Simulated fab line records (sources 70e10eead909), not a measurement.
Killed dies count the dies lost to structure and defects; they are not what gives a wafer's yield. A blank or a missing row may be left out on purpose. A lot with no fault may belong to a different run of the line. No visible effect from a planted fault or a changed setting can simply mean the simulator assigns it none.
Chamber matching / flow nand_harc / rie_diel-01 running NHARC_A_M0_DESCUM_14: 4 sister chambers
The step chemistry O2, time 3 s. 4 wafers are shown with their chamber, then 7 later ones without.

## WAFERS PAIRED WITH THEIR CHAMBERS
wafer=L845.5; chamber=3; drypump_motor_current_A (A)=5.8
wafer=L850.2; chamber=2; drypump_motor_current_A (A)=5.8
wafer=L853.1; chamber=0; drypump_motor_current_A (A)=5.2
wafer=L853.3; chamber=1; drypump_motor_current_A (A)=5.8

## WAFERS WHOSE CHAMBER IS MISSING
wafer=L853.5; drypump_motor_current_A (A)=5.8
wafer=L860.2; drypump_motor_current_A (A)=5.2
wafer=L860.4; drypump_motor_current_A (A)=5.8
wafer=L860.5; drypump_motor_current_A (A)=5.2
wafer=L866.1; drypump_motor_current_A (A)=5.2
wafer=L866.2; drypump_motor_current_A (A)=5.8
wafer=L866.3; drypump_motor_current_A (A)=5.9

## CHAMBER TAKEN BY EACH
wafer=L853.5; from the rows above=can't be placed: 1 or 2 or 3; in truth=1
wafer=L860.2; from the rows above=0; in truth=0
wafer=L860.4; from the rows above=can't be placed: 1 or 2 or 3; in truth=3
wafer=L860.5; from the rows above=0; in truth=0
wafer=L866.1; from the rows above=0; in truth=0
wafer=L866.2; from the rows above=can't be placed: 1 or 2 or 3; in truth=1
wafer=L866.3; from the rows above=can't be placed: 1 or 2 or 3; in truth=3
Correctly placed: 3 of 7. Not placeable from these rows: 4 (in 4, the candidates include the true chamber). 0 placed wrongly.
How it was worked out, from the rows above alone: a wafer's distance from a chamber is the root of the sum, over the readings, of the square of ((its reading less the chamber's mean) divided by the reading's scatter). If the next closest chamber is less than 2 further off than the closest, the wafer can't be placed; otherwise it belongs to the closest. A chamber's mean is the mean of its shown wafers. The scatter (one wafer shown for each chamber): square how far every hidden wafer sits from the nearest shown wafer, average those squares and take the square root.
